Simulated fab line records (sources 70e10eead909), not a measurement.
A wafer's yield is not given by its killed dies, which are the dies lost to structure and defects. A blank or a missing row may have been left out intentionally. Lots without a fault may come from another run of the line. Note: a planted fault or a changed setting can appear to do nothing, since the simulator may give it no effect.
Matching of chambers / flow nand-harc / rie-diel-02 running NHARC_A_STAIRCASE_DESCUM_186: 4 sister chambers
The step chemistry O2, time 3 s. 18 wafers are shown with their chamber, then 9 later ones without.

## WAFERS, EACH WITH ITS CHAMBER
wafer=L076.1; chamber=3; showerhead-plenum-p-Torr (Torr)=2.06; drypump-motor-current-A (A)=6.6; rf-vpp-V (V)=58.2
wafer=L076.3; chamber=1; showerhead-plenum-p-Torr (Torr)=1.92; drypump-motor-current-A (A)=6.1; rf-vpp-V (V)=59.2
wafer=L076.4; chamber=2; showerhead-plenum-p-Torr (Torr)=1.85; drypump-motor-current-A (A)=6.0; rf-vpp-V (V)=56.5
wafer=L083.1; chamber=1; showerhead-plenum-p-Torr (Torr)=1.91; drypump-motor-current-A (A)=6.1; rf-vpp-V (V)=57.9
wafer=L083.3; chamber=3; showerhead-plenum-p-Torr (Torr)=2.06; drypump-motor-current-A (A)=6.6; rf-vpp-V (V)=58.6
wafer=L083.5; chamber=1; showerhead-plenum-p-Torr (Torr)=1.91; drypump-motor-current-A (A)=6.1; rf-vpp-V (V)=56.8
wafer=L085.2; chamber=1; showerhead-plenum-p-Torr (Torr)=1.91; drypump-motor-current-A (A)=6.1; rf-vpp-V (V)=58.9
wafer=L085.3; chamber=3; showerhead-plenum-p-Torr (Torr)=2.06; drypump-motor-current-A (A)=6.6; rf-vpp-V (V)=57.3
wafer=L085.6; chamber=2; showerhead-plenum-p-Torr (Torr)=1.84; drypump-motor-current-A (A)=6.0; rf-vpp-V (V)=56.5
wafer=L087.1; chamber=1; showerhead-plenum-p-Torr (Torr)=1.91; drypump-motor-current-A (A)=6.1; rf-vpp-V (V)=56.0
wafer=L087.2; chamber=0; showerhead-plenum-p-Torr (Torr)=2.03; drypump-motor-current-A (A)=5.8; rf-vpp-V (V)=58.8
wafer=L087.6; chamber=2; showerhead-plenum-p-Torr (Torr)=1.84; drypump-motor-current-A (A)=6.0; rf-vpp-V (V)=57.5
wafer=L089.3; chamber=2; showerhead-plenum-p-Torr (Torr)=1.84; drypump-motor-current-A (A)=6.1; rf-vpp-V (V)=56.2
wafer=L089.5; chamber=0; showerhead-plenum-p-Torr (Torr)=2.02; drypump-motor-current-A (A)=5.7; rf-vpp-V (V)=57.5
wafer=L089.6; chamber=3; showerhead-plenum-p-Torr (Torr)=2.05; drypump-motor-current-A (A)=6.6; rf-vpp-V (V)=59.8
wafer=L088.1; chamber=0; showerhead-plenum-p-Torr (Torr)=2.02; drypump-motor-current-A (A)=5.8; rf-vpp-V (V)=57.8
wafer=L088.3; chamber=1; showerhead-plenum-p-Torr (Torr)=1.90; drypump-motor-current-A (A)=6.1; rf-vpp-V (V)=57.4
wafer=L088.5; chamber=2; showerhead-plenum-p-Torr (Torr)=1.84; drypump-motor-current-A (A)=6.0; rf-vpp-V (V)=57.8

SIGNATURES (averages over the wafers above)
reading=showerhead-plenum-p-Torr; chamber 0=2.0233; chamber 1=1.9100; chamber 2=1.8420; chamber 3=2.0575; scatter within a chamber=0.00549
reading=drypump-motor-current-A; chamber 0=5.767; chamber 1=6.100; chamber 2=6.020; chamber 3=6.600; scatter within a chamber=0.0324
reading=rf-vpp-V; chamber 0=58.033; chamber 1=57.700; chamber 2=56.900; chamber 3=58.475; scatter within a chamber=0.988
Rule: a wafer's distance from a chamber is the root of the sum, over the readings, of the square of ((its reading less the chamber's mean) divided by the reading's scatter). The wafer belongs to the nearest chamber; if the next one is less than 2 further off, it can't be placed. The scatter: the root of (the sum of the squares of (reading less its chamber's mean) over the shown wafers, divided by (wafers less chambers)).

## WAFERS WITH NO CHAMBER GIVEN
wafer=L093.1; showerhead-plenum-p-Torr (Torr)=2.05; drypump-motor-current-A (A)=6.6; rf-vpp-V (V)=56.9
wafer=L093.4; showerhead-plenum-p-Torr (Torr)=2.05; drypump-motor-current-A (A)=6.5; rf-vpp-V (V)=58.8
wafer=L093.5; showerhead-plenum-p-Torr (Torr)=1.84; drypump-motor-current-A (A)=6.0; rf-vpp-V (V)=58.4
wafer=L095.1; showerhead-plenum-p-Torr (Torr)=1.90; drypump-motor-current-A (A)=6.2; rf-vpp-V (V)=58.0
wafer=L095.2; showerhead-plenum-p-Torr (Torr)=1.83; drypump-motor-current-A (A)=6.0; rf-vpp-V (V)=57.7
wafer=L095.3; showerhead-plenum-p-Torr (Torr)=2.04; drypump-motor-current-A (A)=6.6; rf-vpp-V (V)=58.4
wafer=L095.4; showerhead-plenum-p-Torr (Torr)=2.02; drypump-motor-current-A (A)=5.7; rf-vpp-V (V)=57.7
wafer=L095.5; showerhead-plenum-p-Torr (Torr)=1.83; drypump-motor-current-A (A)=6.0; rf-vpp-V (V)=57.1
wafer=L095.6; showerhead-plenum-p-Torr (Torr)=1.90; drypump-motor-current-A (A)=6.1; rf-vpp-V (V)=58.3

## EACH ONE'S CHAMBER
wafer=L093.1; from the rows above=3; in truth=3
wafer=L093.4; from the rows above=3; in truth=3
wafer=L093.5; from the rows above=2; in truth=2
wafer=L095.1; from the rows above=1; in truth=1
wafer=L095.2; from the rows above=2; in truth=2
wafer=L095.3; from the rows above=3; in truth=3
wafer=L095.4; from the rows above=0; in truth=0
wafer=L095.5; from the rows above=2; in truth=2
wafer=L095.6; from the rows above=1; in truth=1
Placed correctly: 9 of 9. Left unplaced by these rows: 0. Number placed wrongly: 0.
